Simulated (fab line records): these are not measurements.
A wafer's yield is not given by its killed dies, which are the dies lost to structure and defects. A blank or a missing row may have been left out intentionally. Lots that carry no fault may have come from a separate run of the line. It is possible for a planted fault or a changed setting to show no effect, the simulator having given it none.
3 desks, one fault -- flow n5Finfet -- only its own numbers are on each desk; what lay behind them is given at the end

== FOR THE TOOL OWNER'S DESK: rieSi-01 ==
The tool's own readings at N5_FIN_SAQP_MANDREL_ETCH_22 (etches a-Si in HBr/Cl2, stops on SiNx, target depth 60 nm, bt time 10 s, time 30 s): means of the sampled wafers that have a number, for each lot that ran on this tool. Marked OUT: a lot whose mean sits more than 4 standard deviations from the usual mean, which makes it out of limits; the brackets give that distance.
Columns: A = biasW at N5_FIN_SAQP_MANDREL_ETCH_22, usual 75.00 W; B = drypumpMotorCurrentA at N5_FIN_SAQP_MANDREL_ETCH_22, usual 5.8 A; C = oesProductAu at N5_FIN_SAQP_MANDREL_ETCH_22, usual 0.765 a.u.; D = throttleValvePct at N5_FIN_SAQP_MANDREL_ETCH_22, usual 35.38 %
lot,first seen here,A,B,C,D
L406,day 3 00:14,75.11,5.6,0.762,35.74
L414,day 4 22:28,75.02,6.3,0.787,35.25
Finding of this desk: none of the 2 lots has anything out of limits.

== METROLOGY DESK ==
What the gauges read, lot by lot, whatever tool the lot ran on: means of the sampled wafers that have a number. Marked OUT: a lot whose mean sits more than 4 standard deviations from the usual mean, which makes it out of limits; the brackets give that distance. Only the readings that lie furthest out on some lot appear, 7 of the 12 it has.
Columns: A = cdNm at N5_FIN_SAQP_CD_MEAS_16, usual 35.7 nm; B = FIN_CORE_OVL at N5_FIN_SAQP_OVL_MEAS_17, usual 0.4 nm; C = ION_N at N5_BEOL_M4_RC_MEAS_101, usual 672 uA/um; D = ION_P at N5_BEOL_M4_RC_MEAS_101, usual 461 uA/um; E = SS_P at N5_BEOL_M4_RC_MEAS_101, usual 73.2 mV/dec; F = VT_N at N5_BEOL_M4_RC_MEAS_101, usual 250 mV; G = VT_P at N5_BEOL_M4_RC_MEAS_101, usual -251 mV
lot,first seen here,A,B,C,D,E,F,G
L402,day 1 21:18,35.5,-1.6,677,461,73.4,247,-252
L406,day 2 23:51,35.4,0.6,675,463,74.0,248,-246
L414,day 4 22:05,36.0,-0.8,677,461,73.4,250,-252
L418,day 5 21:34,36.1,0.9,667,454,72.7,251,-253
L421,day 6 16:36,36.0,1.3,662,455,73.2,251,-250
Finding of this desk: none of the 5 lots has anything out of limits.

== THE DEFECT DESK ==
Per lot, the means of the sampled wafers with a number show what the inspections along the route counted. Marked OUT: a lot whose mean sits more than 4 standard deviations from the usual mean, which makes it out of limits; the brackets give that distance.
Columns: A = rawDefectCount at N5_FIN_SAQP_INSPECT_18, usual 422
lot,first seen here,A
L402,day 1 21:22,374
L406,day 2 23:55,375
L414,day 4 22:08,393
L418,day 5 21:37,622
L421,day 6 16:40,425
Finding of this desk: none of the 5 lots has anything out of limits.

== BROUGHT TOGETHER ==
The tool owner's desk saw nothing out of limits.
Nothing out of limits was seen by the metrology desk.
Nothing the defect desk looked at was out of limits.

== WHAT THE SIMULATOR PUT IN ==
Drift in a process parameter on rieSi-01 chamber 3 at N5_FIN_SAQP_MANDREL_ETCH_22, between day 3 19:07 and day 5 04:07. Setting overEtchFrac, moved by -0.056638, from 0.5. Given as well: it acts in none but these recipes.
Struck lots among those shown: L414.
